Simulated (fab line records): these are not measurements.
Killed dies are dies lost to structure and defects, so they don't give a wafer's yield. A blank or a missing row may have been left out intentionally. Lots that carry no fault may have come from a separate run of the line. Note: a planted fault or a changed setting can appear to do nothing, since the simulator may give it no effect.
The tool behind it: which one? -- flow nand-harc -- 11 lots with 33 wafers sampled at 7 steps, on a route of 1159 steps

## WHAT THE GAUGES READ, wafer by wafer
NHARC_A_M0_THK_MEAS_24: measures by xrf. Usual: thk-nm reads 113.6 nm (standard deviation 1.7).
lot,measured,on,thk-nm (nm),flag
L831,day 17 21:17,film-metro-01,112.9 115.8 112.9,
L834,day 18 02:07,film-metro-02,112.5 111.3 113.4,
L833,day 18 02:50,film-metro-02,113.5 113.1 112.8,
L835,day 18 17:16,film-metro-02,114.6 113.5 114.4,
L837,day 19 04:35,film-metro-01,116.1 115.3 111.6,
L841,day 19 22:29,film-metro-01,112.7 111.7 112.6,
L842,day 20 14:20,film-metro-01,112.4 117.9 113.0,
L847,day 21 15:04,film-metro-01,112.3 113.5 115.2,
L846,day 21 16:13,film-metro-02,116.2 116.4 115.5,
L848,day 22 04:04,film-metro-02,112.4 113.7 116.3,
L850,day 22 08:34,film-metro-02,114.7 118.0 115.9,

NHARC_A_M1_CD_MEAS_09 targets a cd of 120 nm. Usual: cd-nm reads 119.9 nm (standard deviation 0.65).
lot,measured,on,cd-nm (nm),flag
L831,day 17 22:50,cd-sem-02,119.4 120.6 118.8,
L834,day 18 03:58,cd-sem-03,120.5 120.8 120.4,
L833,day 18 04:24,cd-sem-02,119.9 119.9 119.7,
L835,day 18 19:01,cd-sem-01,120.3 121.4 121.4,
L837,day 19 06:10,cd-sem-02,119.3 120.8 120.5,
L841,day 19 23:59,cd-sem-03,119.0 118.9 120.2,
L842,day 20 15:53,cd-sem-03,119.0 119.0 119.6,
L847,day 21 16:30,cd-sem-02,120.7 119.8 120.9,
L846,day 21 17:39,cd-sem-02,85.6 85.4 86.2,OFF
L848,day 22 05:30,cd-sem-01,120.1 120.0 119.9,
L850,day 22 10:07,cd-sem-02,94.0 93.6 94.4,OFF

NHARC_A_M1_CD_MEAS_16. Usual: cd-nm reads 120.3 nm (standard deviation 1).
lot,measured,on,cd-nm (nm),flag
L831,day 17 23:19,cd-sem-01,119.9 120.5 118.9,
L834,day 18 04:27,cd-sem-01,121.8 121.9 121.5,
L833,day 18 04:53,cd-sem-01,120.0 119.1 119.8,
L835,day 18 19:31,cd-sem-01,120.1 120.7 121.7,
L837,day 19 06:40,cd-sem-03,117.9 121.4 120.7,
L841,day 20 00:28,cd-sem-01,119.4 120.0 120.8,
L842,day 20 16:25,cd-sem-01,119.7 118.0 120.0,
L847,day 21 16:59,cd-sem-02,121.9 119.7 121.5,
L846,day 21 18:09,cd-sem-03,86.7 85.1 87.2,OFF
L848,day 22 06:07,cd-sem-01,120.7 121.2 119.8,
L850,day 22 10:37,cd-sem-03,94.4 94.0 95.6,OFF

NHARC_END_SORT_01. Usual: defect-limited-yield 95.4 %, standard deviation 1.5; killed-at-array 27, standard deviation 9.9; killed-at-other 0.5, standard deviation 0.76; killed-at-periphery 3.4, standard deviation 2.2; killed-dies 31, standard deviation 10; killed-open 3.3, standard deviation 2; killed-short 2.0, standard deviation 1.5; sort_bin_2_pct 1.5 %, standard deviation 0.64; sort_bin_3_pct 0.21 %, standard deviation 0.2; sort_bin_4_pct 2.9 %, standard deviation 0.97; sort-n-pass 646, standard deviation 10; sort-rim-yield-pct 96.9 %, standard deviation 2; sort-yield-pct 95.4 %, standard deviation 1.5.
lot,measured,on,defect-limited-yield (%),killed-at-array,killed-at-other,killed-at-periphery,killed-dies,killed-open,killed-short,sort_bin_2_pct (%),sort_bin_3_pct (%),sort_bin_4_pct (%),sort-n-pass,sort-rim-yield-pct (%),sort-yield-pct (%),flag
L846,day 23 04:05,prober-02,0 0 0.1,671 673 673,3 1 1,3 3 2,677 677 676,4 5 9,3 6 3,94.7 95.9 95.6,0 0.15 0.15,5.3 4.0 4.1,0 0 1,0 0 0,0 0 0.1,OFF
L848,day 23 14:16,prober-01,94.8 96.3 94.7,33 25 35,0 0 0,2 0 1,35 25 36,3 1 3,2 1 0,1.5 0.6 1.6,0.59 0.15 0.15,3.1 3.0 3.5,642 652 641,95.3 95.3 99.1,94.8 96.3 94.7,

## EACH LOT AND THE TOOL THAT RAN IT (in order: tool; ch and the chambers of the sampled wafers; start)
lot,NHARC_A_M0_ETCH_34,NHARC_A_M1_EXPOSE_06,NHARC_A_M1_ETCH_15
L831,"rie-diel-04 ch 2,3, day 17 19:01","arfi-scanner-02 ch 0, day 17 22:41","rie-diel-02 ch 0,1,3, day 17 23:19 or earlier"
L834,"rie-diel-04 ch 0,3, day 17 23:43","arfi-scanner-01 ch 0, day 18 03:49","rie-diel-09 ch 0,2,3, day 18 04:27 or earlier"
L833,"rie-diel-04 ch 0,1,3, day 18 00:36","arfi-scanner-03 ch 0, day 18 04:16","rie-diel-02 ch 1,2, day 18 04:53 or earlier"
L835,"rie-diel-10 ch 1,2,3, day 18 14:54","arfi-scanner-03 ch 0, day 18 18:53","rie-diel-05 ch 0,1,2, day 18 19:31 or earlier"
L837,"rie-diel-12 ch 0,1,3, day 19 02:20","arfi-scanner-02 ch 0, day 19 06:01","rie-diel-02 ch 0,1,2, day 19 06:40 or earlier"
L841,"rie-diel-04 ch 0,2,3, day 19 20:01","arfi-scanner-01 ch 0, day 19 23:50","rie-diel-09 ch 0,2,3, day 20 00:28 or earlier"
L842,"rie-diel-12 ch 0,2,3, day 20 11:56","arfi-scanner-03 ch 0, day 20 15:44","rie-diel-02 ch 1,2,3, day 20 16:25 or earlier"
L847,"rie-diel-04 ch 0,1, day 21 12:46","arfi-scanner-03 ch 0, day 21 16:22","rie-diel-09 ch 0,1,2, day 21 16:59 or earlier"
L846,"rie-diel-04 ch 1,3, day 21 13:57","arfi-scanner-03 ch 0, day 21 17:31","rie-diel-05 ch 1,2, day 21 18:09 or earlier"
L848,"rie-diel-04 ch 0,1,2, day 22 01:49","arfi-scanner-01 ch 0, day 22 05:22","rie-diel-09 ch 0,1,3, day 22 06:07 or earlier"
L850,"rie-diel-12 ch 1,2,3, day 22 06:18","arfi-scanner-03 ch 0, day 22 09:59","rie-diel-09 ch 0,2,3, day 22 10:37 or earlier"
- NHARC_A_M0_ETCH_34: etches the open film in N2/H2, target depth 40 nm, overetch 12 nm, time 43.94 s.
- NHARC_A_M1_EXPOSE_06: exposes mask A M1, target cd 120 nm.
- NHARC_A_M1_ETCH_15: etches the open film in C4F8/Ar, target depth 182.5 nm, time 91.2 s.

## AS READ BY THE TOOLS THEMSELVES (means over the sampled wafers that have a number; for cases with no such wafer, the mark the record gives instead)
NHARC_A_M0_ETCH_34. Usual: drypump-motor-current-A 5.5 A, standard deviation 0.4; oes-product-au 0.999 a.u., standard deviation 0.018; rf-vpp-V 430.6 V, standard deviation 2; showerhead-plenum-p-Torr 2.04 Torr, standard deviation 0.068; throttle-valve-pct 14.173 %, standard deviation 0.0098.
lot,tool,drypump-motor-current-A (A),oes-product-au (a.u.),rf-vpp-V (V),showerhead-plenum-p-Torr (Torr),throttle-valve-pct (%),flag
L831,rie-diel-04,5.4,0.993,430.3,2.03,14.169,
L834,rie-diel-04,5.7,0.996,431.3,2.06,14.170,
L833,rie-diel-04,5.8,0.990,429.6,2.04,14.180,
L835,rie-diel-10,5.2,0.992,430.9,2.06,14.185,
L837,rie-diel-12,5.6,1.002,431.1,2.06,14.173,
L841,rie-diel-04,5.5,1.006,430.3,2.03,14.170,
L842,rie-diel-12,5.3,1.003,430.2,2.04,14.165,
L847,rie-diel-04,6.0,0.986,429.2,2.02,14.172,
L846,rie-diel-04,5.9,0.975,431.2,2.05,14.173,
L848,rie-diel-04,5.6,0.989,429.9,2.01,14.176,
L850,rie-diel-12,5.6,1.008,429.3,2.00,14.169,

NHARC_A_M1_EXPOSE_06. Usual: exposure-dose-mJ-cm2 reads 75.09 (standard deviation 0.082).
lot,tool,exposure-dose-mJ-cm2,flag
L831,arfi-scanner-02,75.23,
L834,arfi-scanner-01,75.02,
L833,arfi-scanner-03,75.03,
L835,arfi-scanner-03,75.21,
L837,arfi-scanner-02,75.04,
L841,arfi-scanner-01,75.11,
L842,arfi-scanner-03,75.22,
L847,arfi-scanner-03,75.10,
L846,arfi-scanner-03,42.24,OFF
L848,arfi-scanner-01,75.06,
L850,arfi-scanner-03,48.79,OFF

NHARC_A_M1_ETCH_15. Usual: oes-product-au 0.940 a.u., standard deviation 0.022; rf-vpp-V 442.2 V, standard deviation 2.
lot,tool,oes-product-au (a.u.),rf-vpp-V (V),flag
L831,rie-diel-02,0.967,441.4,
L834,rie-diel-09,0.952,442.8,
L833,rie-diel-02,0.919,442.4,
L835,rie-diel-05,0.961,442.6,
L837,rie-diel-02,0.910,440.0,
L841,rie-diel-09,0.949,443.3,
L842,rie-diel-02,0.921,443.0,
L847,rie-diel-09,0.948,442.6,
L846,rie-diel-05,0.925,442.1,
L848,rie-diel-09,0.936,442.9,
L850,rie-diel-09,0.942,443.2,

## THE ANSWER, worked out from the rows above alone
Rule: a lot is off if the mean of its wafers that have a number lies more than 3 standard deviations from the usual mean. Also off: a lot with no number at a reading for which 4 or more lots have one. Where the step has rows for the other lots, those lots are counted as sound. Order of review: gauges by route order, followed by the tools' own readings, for which a lot's mean as printed above is used. The first step at which some lot is off is used, and at that step the reading that is off furthest; a lot without a number counts as furthest.
Off: L846, L850 (NHARC_A_M1_CD_MEAS_09, cd-nm).
A tool fits if, at a process step before that reading, it ran every lot that is off, and no sound lot after the first of them. The gauges at NHARC_A_M1_CD_MEAS_09 aren't tried: what is off there is off at NHARC_A_M1_CD_MEAS_16 too, on other tools, and a gauge's error can't cause that. One fits: arfi-scanner-03 at NHARC_A_M1_EXPOSE_06. A fault onset in the window from L847 (day 21 16:22, its last sound lot) to L846 (day 21 17:31, its first lot off) fits.
The tool's own readings at NHARC_A_M1_EXPOSE_06 bear it out: on the lots that are off they differ by more than 5 times the standard deviation of the sound lots' means. exposure-dose-mJ-cm2 reads 45.52 there against 75.11 on the sound lots.

## WHAT THE SIMULATOR HAD INSERTED
Process parameter drift: arfi-scanner-03, from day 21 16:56 on, at NHARC_A_M1_EXPOSE_06. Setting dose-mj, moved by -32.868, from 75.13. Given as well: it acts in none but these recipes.
Lots struck among those shown: L846, L850. The rule given above showed the same thing.
